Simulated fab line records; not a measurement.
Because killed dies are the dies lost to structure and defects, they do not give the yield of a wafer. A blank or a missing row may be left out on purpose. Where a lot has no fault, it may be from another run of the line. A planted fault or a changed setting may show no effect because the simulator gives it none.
Which of the tools did it? | flow nandHarc | 21 wafers from 7 lots sampled at 4 of the route's 1302 steps

== WHAT THE GAUGES READ, wafer by wafer ==
NHARC_THIN_TSV_CD_MEAS_33 targets a cd of 5000 nm.
lot  | measured     | on       | cdNm (nm)
L794 | day 24 23:52 | cdSem-01 | 4999.0 4997.6 4998.9
L799 | day 28 17:16 | cdSem-02 | 5001.1 5000.4 5000.0
L803 | day 29 09:23 | cdSem-02 | 5000.5 4999.4 5002.2
L804 | day 31 13:50 | cdSem-03 | 4998.9 4996.8 5000.8
L808 | day 31 10:05 | cdSem-03 | 4999.9 5002.6 4999.8
L813 | day 32 18:07 | cdSem-03 | 4998.4 4999.3 4997.8
L814 | day 33 13:41 | cdSem-03 | 4998.7 4996.4 4998.4

== WHAT TOOL EACH LOT RAN ON (gives the tool, then ch and the chambers of the sampled wafers, and finally the start) ==
lot  | NHARC_P_GATE_EXPOSE_43           | NHARC_THIN_TSV_DEP_43           | NHARC_THIN_TSV_DEGAS_53
L794 | krfScanner-01 ch 0, day 6 15:07  | pecvd-04 ch 0,2, day 24 17:05   | pvdSputter-03, day 24 22:43
L799 | krfScanner-01 ch 0, day 9 04:22  | pecvd-03 ch 0,1,2, day 28 10:32 | pvdSputter-03, day 28 16:08
L803 | krfScanner-03 ch 0, day 11 13:17 | pecvd-04 ch 0,1, day 29 02:43   | pvdSputter-02, day 29 08:14
L804 | krfScanner-03 ch 0, day 11 19:46 | pecvd-04 ch 0,1,2, day 31 07:05 | pvdSputter-01, day 31 12:41
L808 | krfScanner-04 ch 0, day 12 17:17 | pecvd-04 ch 1,2, day 31 03:20   | pvdSputter-01, day 31 08:58
L813 | krfScanner-04 ch 0, day 14 13:28 | pecvd-03 ch 0,1, day 32 11:24   | pvdSputter-03, day 32 17:04
L814 | krfScanner-03 ch 0, day 14 23:43 | pecvd-03 ch 1,2, day 33 07:06   | pvdSputter-01, day 33 12:41
- NHARC_P_GATE_EXPOSE_43: exposes mask P NSD, target cd 720 nm.
- NHARC_THIN_TSV_DEP_43: deposits SiO2, target thk 1328.5 nm.
- NHARC_THIN_TSV_DEGAS_53: time 60 s.

== THE ANSWER, worked out from the rows above alone ==
Rule: the usual values come from the lots themselves. The widest of any qualifying gaps counts: lots, ordered by their means at a reading, are off when they make up no more than a third of the lots, leave a main group of 4 or more, and stand apart from it by 3 or more times the standard deviation of that group's means. The tables above print the reading to a certain number of digits; a main group whose means all agree to those digits is not used. A lot without any number at a reading at which 4 lots or more have one is off too. All remaining lots with rows at the step are treated as sound.
No lot is off at any reading shown: from this, nothing can be told.

== WHAT WAS PUT IN BY THE SIMULATOR ==
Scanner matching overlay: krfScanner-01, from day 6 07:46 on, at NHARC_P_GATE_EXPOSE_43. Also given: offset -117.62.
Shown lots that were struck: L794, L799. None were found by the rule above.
